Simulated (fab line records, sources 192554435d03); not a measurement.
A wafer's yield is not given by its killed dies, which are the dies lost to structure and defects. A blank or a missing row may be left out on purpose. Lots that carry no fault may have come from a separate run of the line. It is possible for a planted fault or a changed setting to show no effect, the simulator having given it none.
fab line records | flow n5-finfet
record: lots: 7 wafers: 39
route steps=1938 shown PMOS_HMC_CHANNEL_EPI@64 FIN_CUT@175 SPACER0@259 HKMG_FIN@413 MOL_CONTACT_COAG@616 BEOL_M1@824 BEOL_M2@890 BEOL_M3@1017 BEOL_M6@1253 BEOL_M9@1417 BEOL_M11@1575 BEOL_M13@1707 BEOL_M15@1807 PASSIVATION@1923
start-h: hours from the record's opening day to when the first of the lot's shown wafers began | wait-h: time in hours since the lot's previous step | " repeats the value in the row above | L1.1+2: a single row standing in for several wafers | - no value, or no start given | * or withheld: withheld | < > ~ a bound
route shown NAME@n: a module of which the file shows steps, and the number in the route of the first | usual: mean/standard deviation taken from wafers without a fault | same: alike in all rows | chamber/n: place in a boat | sites: readings site by site | _std_site: their standard deviation | _edge_site: the outer-site mean with the inner-site mean subtracted | radius-mm: for every site, how far away it sits from the centre of the wafer | mask NAME#n: copy n | behind: the last tool/chamber to shape the wafer | hold: why the lot went on hold/how many hours it stayed there/how the hold came to an end | device: the transistor (n, p or np) that didn't switch | end of line: at the end of the route, the tests of the same wafers | a step with no rows: only its recipe | killed: dies that structure and defects cost at the first sort, which is not the same as the wafer's yield | map: a wafer's dies, x killed, . not, _ none there
set.NAME: the run value of the setting; set.NAME@STEP: its run value at that earlier step | model.NAME: the simulator's own value behind a step, which no gauge read
one table per step and one row per wafer, for lots whose settings were changed on purpose
== steps ==
step: N5_PMOS_HMC_CHANNEL_EPI_DEVELOP_08
recipe: develop-time-s: 30 developer: TMAH resist: CAR-ArF-block dev-temp-c: 23 rinse-liquid: diw dry: air-spin
step: N5_FIN_CUT_PRECLEAN_35
recipe: time-s: 13.3 temp-c: 45 pressure-torr: 125 p-hf-torr: 3 p-coreactant-torr: 25 chemistry: vHF
step: N5_SPACER0_ALD_00
recipe: material: SiOCN target-thk-a: 35 temp-c: 400 ald-precursor-family: alkyl-aminosilane ald-co-reactant: O2/N2-plasma pulse-time-s: 3 purge-time-s: 2 co-reactant-purge-time-s: 2 ald-cycles: 58 pressure-torr: 2
step: N5_HKMG_FIN_CVD_62
recipe: material: a-Si target-thk-a: 30 temp-c: 500 precursor: Si2H6 pressure-torr: 1 time-s: 20.8
step: N5_MOL_CONTACT_COAG_ETCH_124
recipe: chemistry: CH3F/O2 target: SiNx target-depth-a: 65 mask-material: SOC stop-on: SiOC over-etch-frac: 0.3 ion-energy-ev: 120 pressure-mtorr: 30 source-w: 395 bias-w: 73 Ar_flow_sccm: 150 CH3F_flow_sccm: 30 O2_flow_sccm: 20 ends: end-point
step: N5_BEOL_M1_SPUTTER_90
recipe: material: Cu target-thk-a: 45 temp-c: -20 chamber-pressure-pa: 0.07 power-w: withheld time-s: 8.29
step: N5_BEOL_M2_TRENCH_ETCH_37
recipe: chemistry: C4F6/O2 target-depth-a: 555.55 target: SiOC time-s: 29.2 ion-energy-ev: 250 pressure-mtorr: 30 source-w: 355 bias-w: 185 Ar_flow_sccm: 300 C4F6_flow_sccm: 10 O2_flow_sccm: 10
step: N5_BEOL_M3_PRE_CLEAN_56
recipe: gas: NH3 time-s: 15 temp-c: withheld rf-power-w: 300
step: N5_BEOL_M6_CVD_78
recipe: material: Co target-thk-a: 20 temp-c: withheld precursor: CCTBA/H2 pressure-torr: 30 time-s: 142.3
step: N5_BEOL_M9_DESCUM_16
recipe: chemistry: O2 time-s: 7.9 source-power-w: 50 bias-power-w: 20 pressure-mtorr: 20 rf-frequency-hz: 2.712e+07 temp-c: 40 resist: CAR-ArF o2-flow-sccm: 225
step: N5_BEOL_M11_VIA_ETCH_34
recipe: chemistry: C4F6/O2 target: SiCOH_lowk target-depth-a: 1845 mask-material: SOC taper-deg: 4 time-s: 69.2 ion-energy-ev: 250 pressure-mtorr: 30 source-w: 345 bias-w: 185 Ar_flow_sccm: 300 C4F6_flow_sccm: 10 O2_flow_sccm: 10
step: N5_BEOL_M13_SPUTTER_45
recipe: material: Cu target-thk-a: 800 temp-c: -20 bias-v: 60 power-w: 26000 chamber-pressure-pa: 0.13 time-s: 13.33
step: N5_BEOL_M15_DESCUM_33
recipe: chemistry: O2 time-s: 7.9 source-power-w: 50 bias-power-w: 20 pressure-mtorr: 20 rf-frequency-hz: 2.712e+07 temp-c: 40 o2-flow-sccm: 225
step: N5_PASSIVATION_DEVELOP_43
recipe: develop-time-s: 60 rinse-liquid: diw dry: air-spin dev-temp-c: 21
step: N5_PASSIVATION_PROBE_49
usual: sort_bin_6_memory: 3.3/0.69
columns lot.wafer tool chamber start-h wait-h set.develop-time-s@PMOS_HMC_CHANNEL_EPI_DEVELOP_08 set.time-s@FIN_CUT_PRECLEAN_35 set.ald-cycles@SPACER0_ALD_00 set.target-thk-a@HKMG_FIN_CVD_62 set.target-depth-a@MOL_CONTACT_COAG_ETCH_124 set.target-thk-a@BEOL_M1_SPUTTER_90 set.target-depth-a@BEOL_M2_TRENCH_ETCH_37 set.time-s@BEOL_M3_PRE_CLEAN_56 set.target-thk-a@BEOL_M6_CVD_78 set.time-s@BEOL_M9_DESCUM_16 set.time-s@BEOL_M11_VIA_ETCH_34 set.target-thk-a@BEOL_M13_SPUTTER_45 set.time-s@BEOL_M15_DESCUM_33 set.develop-time-s@PASSIVATION_DEVELOP_43 sort_bin_6_memory[%]
L079.1 prober-01 - 315.70 0.0 35.16 13.3 42 30 65 45 555.55 15 20 11.85 69.2 800 7.9 60 3.8
L079.2 prober-01 - 315.75 0.1 35.16 13.3 58 40.63 65 45 415.9 15 20 7.9 96.85 1051 7.9 60 4.3
L079.3 prober-01 - 315.80 0.1 30 13.3 58 40.63 65 70.56 555.55 15 20 11.85 96.85 1051 10.51 60 3.2
L079.4 prober-01 - 315.85 0.2 35.16 13.3 42 30 65 70.56 415.9 15 20 11.85 96.85 800 10.51 60 4.5
L079.5 prober-01 - 315.90 0.2 30 13.3 42 40.63 65 70.56 415.9 15 20 7.9 69.2 800 10.51 60 3.0
L079.6 prober-01 - 315.95 0.3 30 13.3 58 30 65 45 555.55 15 20 7.9 69.2 1051 7.9 60 3.3
L080.1 prober-01 - 319.85 0.0 30 13.3 74 30 65 45 856.7 15 20 4.496 88.32 800 4.778 60 3.6
L080.2 prober-01 - 319.90 0.1 43.32 9.96 58 30 65 19.44 856.7 15 26.49 7.9 88.32 800 7.9 60 3.7
L080.3 prober-01 - 319.95 0.1 30 13.3 58 30 65 19.44 555.55 22.68 20 7.9 69.2 800 4.778 60 4.5
L080.4 prober-01 - 320.00 0.2 43.32 9.96 74 30 65 19.44 856.7 22.68 26.49 4.496 69.2 800 4.778 60 3.4
L080.5 prober-01 - 320.05 0.2 43.32 13.3 58 30 65 45 555.55 22.68 26.49 7.9 88.32 800 7.9 60 4.8
L080.6 prober-01 - 320.10 0.3 30 9.96 74 30 65 45 555.55 15 20 4.496 69.2 800 7.9 60 3.9
L083.1 prober-01 - 328.27 0.0 47.93 13.3 84 30 65 45 555.55 15 20 5.628 35.17 347.2 11.55 60 6.6
L083.2 prober-01 - 328.32 0.1 47.93 13.3 58 21.34 83.58 45 555.55 15 20 7.9 35.17 800 11.55 92.86 3.1
L083.3 prober-01 - 328.37 0.1 30 15.56 84 21.34 65 45 555.55 20.99 9.881 7.9 35.17 800 7.9 60 3.0
L083.4 prober-01 - 328.42 0.2 47.93 15.56 58 21.34 65 45 555.55 20.99 9.881 5.628 69.2 800 7.9 60 3.6
L083.5 prober-01 - 328.47 0.2 30 15.56 58 30 83.58 45 555.55 15 9.881 7.9 69.2 347.2 11.55 92.86 8.1
L083.6 prober-01 - 328.52 0.3 30 13.3 84 30 83.58 45 555.55 20.99 20 5.628 69.2 347.2 7.9 92.86 6.9
L084.1 prober-02 - 344.00 0.0 30 6.822 58 30 65 45 555.55 10.98 11.14 11.72 69.2 800 7.9 60 3.4
L084.2 prober-02 - 344.05 0.1 30 13.3 44 35.56 65 45 382.8 10.98 11.14 7.9 69.2 365.2 7.9 60 6.4
L084.3 prober-02 - 344.10 0.1 30 13.3 58 30 65 45 382.8 10.98 20 11.72 69.2 365.2 12.4 60 6.6
L084.4 prober-02 - 344.15 0.2 42.6 6.822 44 30 65 45 382.8 15 20 7.9 69.2 800 7.9 60 3.6
L084.5 prober-02 - 344.20 0.2 42.6 6.822 44 35.56 65 45 555.55 15 11.14 7.9 69.2 800 12.4 60 3.9
L084.6 prober-02 - 344.25 0.3 42.6 13.3 58 35.56 65 45 555.55 15 20 11.72 69.2 365.2 12.4 60 8.4
L089.1 prober-02 - 371.32 0.0 18.61 18.73 39 41.94 65 30.56 861.5 22.99 28.58 7.9 69.2 800 3.863 60 3.0
L089.2 prober-02 - 371.37 0.1 18.61 13.3 58 41.94 65 45 861.5 22.99 20 6.055 69.2 342.9 3.863 60 7.6
L089.3 prober-02 - 371.42 0.1 30 18.73 39 30 65 45 555.55 22.99 20 7.9 108.1 800 7.9 73.57 4.3
L089.4 prober-02 - 371.47 0.2 30 13.3 39 41.94 65 30.56 555.55 15 28.58 6.055 69.2 342.9 7.9 73.57 8.2
L089.5 prober-02 - 371.52 0.2 18.61 13.3 58 30 65 45 555.55 15 28.58 7.9 108.1 342.9 7.9 60 9.3
L089.6 prober-02 - 371.57 0.3 30 18.73 58 30 65 30.56 861.5 15 20 6.055 108.1 800 3.863 73.57 1.9
L090.1 prober-02 - 376.53 0.0 30 13.3 58 36.88 44.48 45 433.6 15 8.32 7.9 99.74 800 10.6 60 4.2
L090.2 prober-02 - 376.58 0.1 30 15.56 58 30 65 45 555.55 15 8.32 7.9 99.74 580 7.9 71.04 3.3
L090.3 prober-02 - 376.63 0.1 30 13.3 58 30 44.48 45 433.6 15 20 7.9 69.2 580 10.6 60 3.1
L090.4 prober-02 - 376.68 0.2 30 15.56 58 36.88 44.48 45 555.55 15 20 11.53 69.2 800 7.9 71.04 3.6
L090.5 prober-02 - 376.73 0.2 30 13.3 58 30 65 45 555.55 15 8.32 11.53 69.2 800 10.6 71.04 3.1
L090.6 prober-02 - 376.78 0.3 30 15.56 58 36.88 65 45 433.6 15 20 11.53 99.74 580 7.9 60 2.8
L097.2 prober-01 - 428.44 0.8 30 13.3 58 30 65 45 555.55 15 20 7.9 69.2 800 7.9 60 2.9
L097.3 prober-01 - 428.49 0.8 30 13.3 58 30 65 45 555.55 15 20 7.9 69.2 800 7.9 60 3.2
L097.6 prober-01 - 428.64 1.0 30 13.3 58 30 65 45 555.55 15 20 7.9 69.2 800 7.9 60 3.6
killed by level:class
L079.1 MOL_CONTACT_COAG:geometric-particle:open=15 BEOL_M0_SAQP:geometric-particle:open=10 BEOL_M3:geometric-particle:open=9 BEOL_M0_SAQP:geometric-particle:short=8 STI_FIN_REVEAL:geometric-particle:open=7 BEOL_M2:geometric-particle:open=6 STI_FIN_REVEAL:geometric-particle:short=4 BEOL_M2:geometric-particle:short=4
L079.2 STI_FIN_REVEAL:geometric-particle:open=29 BEOL_M0_SAQP:geometric-particle:short=15 BEOL_M0_SAQP:geometric-particle:open=11 MOL_CONTACT_COAG:geometric-particle:open=8 FIN_SAQP:geometric-particle:short=7 DUMMY_GATE:geometric-particle:open=5 BEOL_M3:geometric-particle:open=5 FIN_SAQP:geometric-particle:open=4
L079.3 MOL_CONTACT_COAG:geometric-particle:open=14 STI_FIN_REVEAL:geometric-particle:open=10 BEOL_M3:geometric-particle:open=9 DUMMY_GATE:geometric-particle:open=6 BEOL_M0_SAQP:geometric-particle:short=6 BEOL_M2:geometric-particle:open=5 BEOL_M4:geometric-particle:open=4 DUMMY_GATE:geometric-particle:short=3
L079.4 STI_FIN_REVEAL:geometric-particle:open=24 BEOL_M0_SAQP:geometric-particle:open=14 STI_FIN_REVEAL:geometric-particle:short=10 BEOL_M0_SAQP:geometric-particle:short=9 GATE_CUT:geometric-particle:open=6 BEOL_M2:area-ecd=6 MOL_CONTACT_COAG:geometric-particle:open=5 BEOL_M2:geometric-particle:short=5
L079.5 STI_FIN_REVEAL:geometric-particle:open=11 MOL_CONTACT_COAG:geometric-particle:open=11 BEOL_M3:geometric-particle:open=10 BEOL_M0_SAQP:geometric-particle:short=8 BEOL_M0_SAQP:geometric-particle:open=8 HKMG_FIN:area-etch=7 DUMMY_GATE:geometric-particle:open=5 BEOL_M1:geometric-particle:short=4
L079.6 STI_FIN_REVEAL:geometric-particle:open=19 BEOL_M0_SAQP:geometric-particle:open=15 MOL_CONTACT_COAG:geometric-particle:open=10 BEOL_M3:geometric-particle:open=10 BEOL_M0_SAQP:geometric-particle:short=7 BEOL_M1:geometric-particle:open=7 BEOL_M4:geometric-particle:open=7 FIN_SAQP:geometric-particle:short=6
L080.1 MOL_CONTACT_COAG:geometric-particle:open=18 BEOL_M4:geometric-particle:open=14 STI_FIN_REVEAL:geometric-particle:open=9 BEOL_M2:geometric-particle:open=9 BEOL_M1:geometric-particle:open=8 FIN_SAQP:geometric-particle:open=6 MOL_CONTACT_COAG:geometric-particle:short=6 BEOL_M0_SAQP:geometric-particle:open=6
L080.2 BEOL_M2:geometric-particle:open=19 MOL_CONTACT_COAG:geometric-particle:open=17 FIN_SAQP:geometric-particle:open=12 FIN_SAQP:geometric-particle:short=7 BEOL_M0_SAQP:geometric-particle:open=7 BEOL_M1:geometric-particle:open=7 BEOL_M4:geometric-particle:open=7 BEOL_M0_SAQP:geometric-particle:short=6
L080.3 MOL_CONTACT_COAG:geometric-particle:open=13 BEOL_M1:geometric-particle:open=12 BEOL_M3:geometric-particle:open=10 FIN_SAQP:geometric-particle:short=9 BEOL_M2:geometric-particle:open=9 BEOL_M0_SAQP:geometric-particle:short=8 BEOL_M4:geometric-particle:open=8 BEOL_M0_SAQP:geometric-particle:open=7
L080.4 MOL_CONTACT_COAG:geometric-particle:open=14 BEOL_M4:geometric-particle:open=13 GATE_CUT:geometric-particle:short=10 MOL_CONTACT_COAG:geometric-particle:short=7 BEOL_M0_SAQP:geometric-particle:short=6 FIN_SAQP:geometric-particle:open=5 FIN_SAQP:geometric-particle:short=5 BEOL_M0_SAQP:geometric-particle:open=5
L080.5 MOL_CONTACT_COAG:geometric-particle:open=19 FIN_SAQP:geometric-particle:open=12 FIN_SAQP:geometric-particle:short=8 STI_FIN_REVEAL:geometric-particle:open=8 BEOL_M4:geometric-particle:open=8 BEOL_M2:geometric-particle:open=7 STARTING-WAFER:geometric-particle:short=7 MOL_CONTACT_COAG:geometric-particle:short=6
L080.6 FIN_SAQP:geometric-particle:open=21 BEOL_M3:geometric-particle:open=13 FIN_SAQP:geometric-particle:short=7 MOL_CONTACT_COAG:geometric-particle:open=7 BEOL_M2:geometric-particle:open=7 BEOL_M1:geometric-particle:open=6 BEOL_M0_SAQP:geometric-particle:open=4 STARTING-WAFER:geometric-particle:short=4
L083.1 BEOL_M11:area-etch=956 BEOL_M13:interface-void-opened=166 BEOL_M2:geometric-particle:open=6 BEOL_M0_SAQP:geometric-particle:open=5 BEOL_M0_SAQP:geometric-particle:short=5 BEOL_M0:geometric-particle:short=4 MOL_CONTACT_COAG:geometric-particle:open=4 BEOL_M0:geometric-particle:open=4
L083.2 BEOL_M11:area-etch=1084 MOL_CONTACT_COAG:geometric-particle:open=17 BEOL_M2:geometric-particle:open=9 GATE_CUT:geometric-particle:open=6 ILD0:geometric-particle:open=5 BEOL_M0_SAQP:geometric-particle:open=5 BEOL_M0_SAQP:geometric-particle:short=5 BEOL_M4:geometric-particle:open=5
L083.3 BEOL_M11:area-etch=1077 BEOL_M2:geometric-particle:open=18 MOL_CONTACT_COAG:geometric-particle:open=9 BEOL_M0_SAQP:geometric-particle:open=8 FIN_SAQP:geometric-particle:short=7 BEOL_M0_SAQP:geometric-particle:short=7 STI_FIN_REVEAL:geometric-particle:open=5 BEOL_M3:geometric-particle:open=5
L083.4 BEOL_M6:interface-void-opened=43 MOL_CONTACT_COAG:geometric-particle:open=11 BEOL_M0_SAQP:geometric-particle:open=11 BEOL_M0_SAQP:geometric-particle:short=10 BEOL_M2:geometric-particle:open=10 GATE_CUT:geometric-particle:short=6 BEOL_M1:geometric-particle:open=6 FIN_SAQP:geometric-particle:open=4
L083.5 BEOL_M13:interface-void-opened=165 BEOL_M0_SAQP:geometric-particle:open=13 BEOL_M0_SAQP:geometric-particle:short=13 BEOL_M6:interface-void-opened=12 MOL_CONTACT_COAG:geometric-particle:open=9 BEOL_M2:geometric-particle:open=7 BEOL_M4:geometric-particle:open=6 BEOL_M0:geometric-particle:short=4
L083.6 BEOL_M13:interface-void-opened=152 BEOL_M0_SAQP:geometric-particle:open=7 BEOL_M0_SAQP:geometric-particle:short=7 MOL_CONTACT_COAG:geometric-particle:open=6 BEOL_M2:geometric-particle:open=5 STI_FIN_REVEAL:geometric-particle:open=4 MOL_CONTACT_COAG:geometric-particle:short=3 BEOL_M0:geometric-particle:open=3
L084.1 STI_FIN_REVEAL:geometric-particle:open=15 BEOL_M2:geometric-particle:open=8 BEOL_M1:geometric-particle:open=6 FIN_SAQP:geometric-particle:short=5 MOL_CONTACT_COAG:geometric-particle:open=5 BEOL_M0_SAQP:geometric-particle:open=5 FIN_SAQP:geometric-particle:open=4 BEOL_M0:geometric-particle:open=4
L084.2 BEOL_M13:interface-void-opened=141 BEOL_M2:area-ecd=84 MOL_CONTACT_COAG:geometric-particle:open=11 BEOL_M3:geometric-particle:open=11 STI_FIN_REVEAL:geometric-particle:open=6 STI_FIN_REVEAL:geometric-particle:short=6 BEOL_M2:geometric-particle:open=6 FIN_SAQP:geometric-particle:open=4
L084.3 BEOL_M13:interface-void-opened=139 BEOL_M2:area-ecd=28 BEOL_M3:geometric-particle:open=11 BEOL_M4:geometric-particle:open=7 FIN_SAQP:geometric-particle:open=6 MOL_CONTACT_COAG:geometric-particle:open=6 BEOL_M0:geometric-particle:open=6 BEOL_M1:geometric-particle:open=5
L084.4 BEOL_M2:area-ecd=42 STI_FIN_REVEAL:geometric-particle:open=14 MOL_CONTACT_COAG:geometric-particle:open=10 BEOL_M0_SAQP:geometric-particle:short=8 DUMMY_GATE:geometric-particle:open=6 BEOL_M2:geometric-particle:open=6 MOL_CONTACT_COAG:geometric-particle:short=4 BEOL_M0_SAQP:geometric-particle:open=4
L084.5 STI_FIN_REVEAL:geometric-particle:open=15 BEOL_M0_SAQP:geometric-particle:open=14 BEOL_M0_SAQP:geometric-particle:short=12 BEOL_M3:geometric-particle:open=9 FIN_SAQP:geometric-particle:open=8 BEOL_M0:geometric-particle:open=8 FIN_SAQP:geometric-particle:short=6 MOL_CONTACT_COAG:geometric-particle:open=6
L084.6 BEOL_M13:interface-void-opened=127 STI_FIN_REVEAL:geometric-particle:open=24 FIN_SAQP:geometric-particle:open=15 BEOL_M1:geometric-particle:open=13 BEOL_M0_SAQP:geometric-particle:open=10 BEOL_M0_SAQP:geometric-particle:short=9 BEOL_M0:geometric-particle:open=7 BEOL_M3:geometric-particle:open=6
L089.1 STI_FIN_REVEAL:geometric-particle:open=16 FIN_SAQP:geometric-particle:open=8 GATE_CUT:geometric-particle:short=8 BEOL_M3:geometric-particle:open=8 BEOL_M2:geometric-particle:open=6 BEOL_M3:geometric-particle:short=5 STARTING-WAFER:geometric-particle:short=5 MOL_CONTACT_COAG:geometric-particle:open=4
L089.2 BEOL_M13:interface-void-opened=156 BEOL_M3:geometric-particle:open=9 STI_FIN_REVEAL:geometric-particle:open=6 BEOL_M0_SAQP:geometric-particle:short=6 MOL_CONTACT_COAG:geometric-particle:open=5 BEOL_M1:geometric-particle:open=5 MOL_CONTACT_COAG:geometric-particle:short=4 BEOL_M3:geometric-particle:short=4
L089.3 STI_FIN_REVEAL:geometric-particle:open=17 FIN_SAQP:geometric-particle:open=9 BEOL_M1:geometric-particle:open=9 FIN_SAQP:geometric-particle:short=8 BEOL_M2:geometric-particle:open=8 BEOL_M0_SAQP:geometric-particle:open=8 BEOL_M3:geometric-particle:open=8 MOL_CONTACT_COAG:geometric-particle:open=7
L089.4 BEOL_M13:interface-void-opened=181 MOL_CONTACT_COAG:geometric-particle:open=13 BEOL_M3:geometric-particle:open=9 STI_FIN_REVEAL:geometric-particle:open=8 BEOL_M4:geometric-particle:open=5 BEOL_M3:geometric-particle:short=3 STARTING-WAFER:geometric-particle:short=3 STI_FIN_REVEAL:geometric-particle:short=2
L089.5 BEOL_M13:interface-void-opened=184 STI_FIN_REVEAL:geometric-particle:open=16 BEOL_M3:geometric-particle:open=10 BEOL_M4:geometric-particle:open=7 MOL_CONTACT_COAG:geometric-particle:open=7 PASS1_CAP:geometric-particle:short=7 STARTING-WAFER:geometric-particle:open=6 HKMG_FIN:area-etch=5
L089.6 STI_FIN_REVEAL:geometric-particle:open=10 BEOL_M3:geometric-particle:open=7 BEOL_M2:geometric-particle:open=7 MOL_CONTACT_COAG:geometric-particle:open=6 BEOL_M4:geometric-particle:open=5 BEOL_M0_SAQP:geometric-particle:open=4 BEOL_M0:geometric-particle:open=4 BEOL_M2:geometric-particle:short=4
L090.1 MOL_CONTACT_COAG:geometric-particle:open=16 BEOL_M0_SAQP:geometric-particle:open=13 BEOL_M6:interface-void-opened=6 GATE_CUT:geometric-particle:short=5 BEOL_M0_SAQP:geometric-particle:short=5 BEOL_M2:geometric-particle:open=5 DUMMY_GATE:geometric-particle:open=4 BEOL_M2:area-ecd=4
L090.2 MOL_CONTACT_COAG:geometric-particle:open=19 BEOL_M6:interface-void-opened=16 BEOL_M3:geometric-particle:open=13 BEOL_M13:interface-void-opened=11 GATE_CUT:geometric-particle:short=8 STI_FIN_REVEAL:geometric-particle:open=5 FIN_SAQP:geometric-particle:open=2 ILD0:geometric-particle:short=2
L090.3 MOL_CONTACT_COAG:geometric-particle:open=20 BEOL_M13:interface-void-opened=12 BEOL_M3:geometric-particle:open=9 GATE_CUT:geometric-particle:short=8 BEOL_M0_SAQP:geometric-particle:open=5 BEOL_M2:area-ecd=5 STI_FIN_REVEAL:geometric-particle:open=4 DUMMY_GATE:geometric-particle:open=4
L090.4 MOL_CONTACT_COAG:geometric-particle:open=14 FIN_SAQP:geometric-particle:short=10 BEOL_M3:geometric-particle:open=10 STI_FIN_REVEAL:geometric-particle:open=9 FIN_SAQP:geometric-particle:open=7 BEOL_M1:geometric-particle:open=6 BEOL_M0_SAQP:geometric-particle:short=5 BEOL_M0_SAQP:geometric-particle:open=4
L090.5 MOL_CONTACT_COAG:geometric-particle:open=11 BEOL_M0_SAQP:geometric-particle:open=10 BEOL_M0_SAQP:geometric-particle:short=10 BEOL_M3:geometric-particle:open=8 BEOL_M4:geometric-particle:open=7 GATE_CUT:geometric-particle:short=6 STI_FIN_REVEAL:geometric-particle:open=5 BEOL_M2:geometric-particle:open=5
L090.6 BEOL_M13:interface-void-opened=16 BEOL_M2:area-ecd=14 MOL_CONTACT_COAG:geometric-particle:open=11 BEOL_M4:geometric-particle:open=8 BEOL_M3:geometric-particle:open=6 STI_FIN_REVEAL:geometric-particle:open=4 BEOL_M0_SAQP:geometric-particle:short=4 FIN_SAQP:geometric-particle:open=3
L097.2 FIN_SAQP:geometric-particle:open=11 STI_FIN_REVEAL:geometric-particle:open=9 ILD0:geometric-particle:short=6 GATE_CUT:geometric-particle:open=6 BEOL_M2:geometric-particle:open=6 BEOL_M4:geometric-particle:open=6 FIN_SAQP:geometric-particle:short=4 STI_FIN_REVEAL:geometric-particle:short=4
L097.3 STI_FIN_REVEAL:geometric-particle:open=13 FIN_SAQP:geometric-particle:open=9 FIN_SAQP:geometric-particle:short=8 BEOL_M1:geometric-particle:open=8 MOL_CONTACT_COAG:geometric-particle:open=7 GATE_CUT:geometric-particle:short=6 BEOL_M3:geometric-particle:open=4 PASS1_CAP:geometric-particle:open=3
L097.6 FIN_SAQP:geometric-particle:open=11 MOL_CONTACT_COAG:geometric-particle:open=10 GATE_CUT:geometric-particle:open=8 BEOL_M0:geometric-particle:open=8 BEOL_M1:geometric-particle:open=8 DUMMY_GATE:geometric-particle:open=7 GATE_CUT:geometric-particle:short=7 BEOL_M4:geometric-particle:open=5
== key ==
split: step: N5_PMOS_HMC_CHANNEL_EPI_DEVELOP_08 setting: develop-time-s stated-as: 30
response none clear
split: step: N5_FIN_CUT_PRECLEAN_35 setting: time-s stated-as: 13.3
response none clear
split: step: N5_SPACER0_ALD_00 setting: ald-cycles stated-as: 58
response none clear
split: step: N5_HKMG_FIN_CVD_62 setting: target-thk-a stated-as: 30
response none clear
split: step: N5_MOL_CONTACT_COAG_ETCH_124 setting: target-depth-a stated-as: 65
response none clear
split: step: N5_BEOL_M1_SPUTTER_90 setting: target-thk-a stated-as: 45
response none clear
split: step: N5_BEOL_M2_TRENCH_ETCH_37 setting: target-depth-a stated-as: 555.55
response none clear
split: step: N5_BEOL_M3_PRE_CLEAN_56 setting: time-s stated-as: 15
response none clear
split: step: N5_BEOL_M6_CVD_78 setting: target-thk-a stated-as: 20
response none clear
split: step: N5_BEOL_M9_DESCUM_16 setting: time-s stated-as: 7.9
response none clear
split: step: N5_BEOL_M11_VIA_ETCH_34 setting: time-s stated-as: 69.2
response none clear
split: step: N5_BEOL_M13_SPUTTER_45 setting: target-thk-a stated-as: 800
response: step: N5_PASSIVATION_PROBE_49 reading: sort_bin_6_memory slope: -0.0614 per: 1% together-with: all explained: 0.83
split: step: N5_BEOL_M15_DESCUM_33 setting: time-s stated-as: 7.9
response none clear
split: step: N5_PASSIVATION_DEVELOP_43 setting: develop-time-s stated-as: 60
response none clear
